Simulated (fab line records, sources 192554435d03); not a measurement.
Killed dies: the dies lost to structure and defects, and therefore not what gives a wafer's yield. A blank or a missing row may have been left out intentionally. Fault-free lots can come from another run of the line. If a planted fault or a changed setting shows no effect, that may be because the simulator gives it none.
Chamber matching | flow n5-finfet | cvd-co-01 running N5_BEOL_M5_CO_CAP_78: 3 sister chambers
The step material Co, precursor CCTBA/H2, target thk 2 nm, time 102.1 s. 3 wafers are shown with their chamber, then 11 later ones without.

WAFERS, EACH WITH ITS CHAMBER
wafer  | chamber | heater-power-w (W)
L089.1 | 1       | 266
L089.3 | 0       | 219
L090.3 | 2       | 228

WAFERS WITH NO CHAMBER GIVEN
wafer  | heater-power-w (W)
L090.4 | 227
L090.6 | 267
L092.1 | 273
L092.2 | 215
L092.3 | 226
L093.3 | 263
L093.4 | 276
L093.6 | 221
L096.3 | 232
L096.4 | 270
L096.6 | 231

WHICH CHAMBER EACH ONE RAN IN
wafer  | from the rows above     | in truth
L090.4 | can't be placed: 2 or 0 | 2
L090.6 | 1                       | 1
L092.1 | 1                       | 1
L092.2 | can't be placed: 0 or 2 | 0
L092.3 | can't be placed: 2 or 0 | 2
L093.3 | 1                       | 1
L093.4 | 1                       | 1
L093.6 | can't be placed: 0 or 2 | 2
L096.3 | can't be placed: 2 or 0 | 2
L096.4 | 1                       | 1
L096.6 | can't be placed: 2 or 0 | 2
5 of 11 placed correctly. These rows do not allow placing 6 (true chamber among the candidates in 6). Number placed wrongly: 0.
How it was worked out, from the rows above alone: a wafer's distance from a chamber is the root of the sum, over the readings, of the square of ((its reading less the chamber's mean) divided by the reading's scatter). If the next closest chamber is less than 2 further off than the closest, the wafer can't be placed; otherwise it belongs to the closest. A chamber's mean is the mean of its shown wafers. The scatter: root of mean squared gap, hidden wafer to nearest shown wafer, with one shown wafer a chamber.
